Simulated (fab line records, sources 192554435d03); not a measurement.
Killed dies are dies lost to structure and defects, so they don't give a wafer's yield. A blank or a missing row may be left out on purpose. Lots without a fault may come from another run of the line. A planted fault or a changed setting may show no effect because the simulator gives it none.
Which tool did it? | flow n5_finfet | 6 lots, 18 wafers sampled, at 3 steps of a route of 1938

WHAT THE GAUGES READ, wafer by wafer
N5_PASSIVATION_OVL_MEAS_63.
lot  | measured     | on         | PAD_OVL (nm)
L854 | day 11 20:43 | overlay-01 | 8 11 7
L857 | day 13 01:26 | overlay-01 | -1 1 9
L861 | day 14 07:26 | overlay-01 | 3 0 -5
L867 | day 15 16:04 | overlay-02 | -7 -5 -6
L873 | day 17 07:27 | overlay-01 | 12 10 9
L875 | day 17 13:05 | overlay-02 | 0 -5 -11

WHICH TOOL RAN EACH LOT (tool, then ch and the chambers of the sampled wafers, then the start)
lot  | N5_SDB_STRIP_22                     | N5_PASSIVATION_PASS_ETCH_74
L854 | plasma_asher-01 ch 0,1, day 3 22:43 | rie_diel-01 ch 2,3, day 11 17:47
L857 | plasma_asher-01 ch 0,1, day 4 23:17 | rie_diel-01 ch 0,1,2, day 12 23:22
L861 | plasma_asher-02 ch 0,1, day 5 17:25 | rie_diel-05 ch 0,1,3, day 14 06:15
L867 | plasma_asher-02 ch 0,1, day 7 05:01 | rie_diel-05 ch 0,1,3, day 15 14:07
L873 | plasma_asher-01 ch 0,1, day 9 00:51 | rie_diel-05 ch 1,2,3, day 17 04:29
L875 | plasma_asher-01 ch 0,1, day 9 10:16 | rie_diel-01 ch 0,3, day 17 11:05
- N5_SDB_STRIP_22: strips in N2/H2.
- N5_PASSIVATION_PASS_ETCH_74: etches SiNx in CF4/O2, target depth 220 nm, time 110 s.

THE ANSWER, worked out from the rows above alone
Rule: what is usual is taken from the lots themselves. Put in order of their means at a reading, lots are off if they are a third of the lots or fewer, leave a main group of 4 or more, and stand apart from it by a gap of 3 or more times the standard deviation of the main group's means; of several such gaps the widest counts. A main group whose means are all the same, to the digits that the tables above print for the reading, isn't used. A lot without any number at a reading at which 4 lots or more have one is off too. The other lots that the step has rows for count as sound.
No lot is off at any reading shown: from this, nothing can be told.

WHAT THE SIMULATOR HAD PUT IN
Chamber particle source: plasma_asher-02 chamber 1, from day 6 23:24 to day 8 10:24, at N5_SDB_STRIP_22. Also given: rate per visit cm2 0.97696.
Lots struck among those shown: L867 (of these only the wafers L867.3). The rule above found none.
